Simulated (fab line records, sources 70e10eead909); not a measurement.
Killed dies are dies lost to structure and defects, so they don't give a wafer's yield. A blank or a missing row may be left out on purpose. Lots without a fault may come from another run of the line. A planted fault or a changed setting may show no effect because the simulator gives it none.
Chamber matching | flow nand_harc | NHARC_A_STAIRCASE_ETCH_169 on rie_diel-08: 4 sister chambers
The step etches the open film in CH3F/O2, target depth 50 nm, time 107.1 s. 4 wafers are shown with their chamber, then 10 later ones without.

WAFERS WITH THEIR CHAMBER
wafer  | chamber | showerhead_plenum_p_Torr (Torr)
L087.3 | 3       | 2.62
L087.5 | 0       | 2.35
L091.2 | 2       | 2.33
L091.4 | 1       | 2.45

WAFERS WITHOUT THEIR CHAMBER
wafer  | showerhead_plenum_p_Torr (Torr)
L091.5 | 2.35
L096.1 | 2.32
L096.3 | 2.45
L096.4 | 2.62
L095.2 | 2.45
L095.4 | 2.62
L095.5 | 2.45
L097.2 | 2.32
L097.4 | 2.61
L097.6 | 2.44

WHICH CHAMBER EACH WENT THROUGH
wafer  | from the rows above | in truth
L091.5 | 0                   | 0
L096.1 | 2                   | 2
L096.3 | 1                   | 1
L096.4 | 3                   | 3
L095.2 | 1                   | 1
L095.4 | 3                   | 3
L095.5 | 1                   | 1
L097.2 | 2                   | 2
L097.4 | 3                   | 3
L097.6 | 1                   | 1
Placed correctly: 10 of 10. Can't be placed from these rows: 0. Placed wrongly: 0.
How it was worked out, from the rows above alone: a wafer's distance from a chamber is the root of the sum, over the readings, of the square of ((its reading less the chamber's mean) divided by the reading's scatter). The wafer belongs to the nearest chamber; if the next one is less than 2 further off, it can't be placed. A chamber's mean is the mean of its shown wafers. The scatter: with one shown wafer a chamber, the root of the mean of the squares of how far each hidden wafer lies from its nearest shown one.
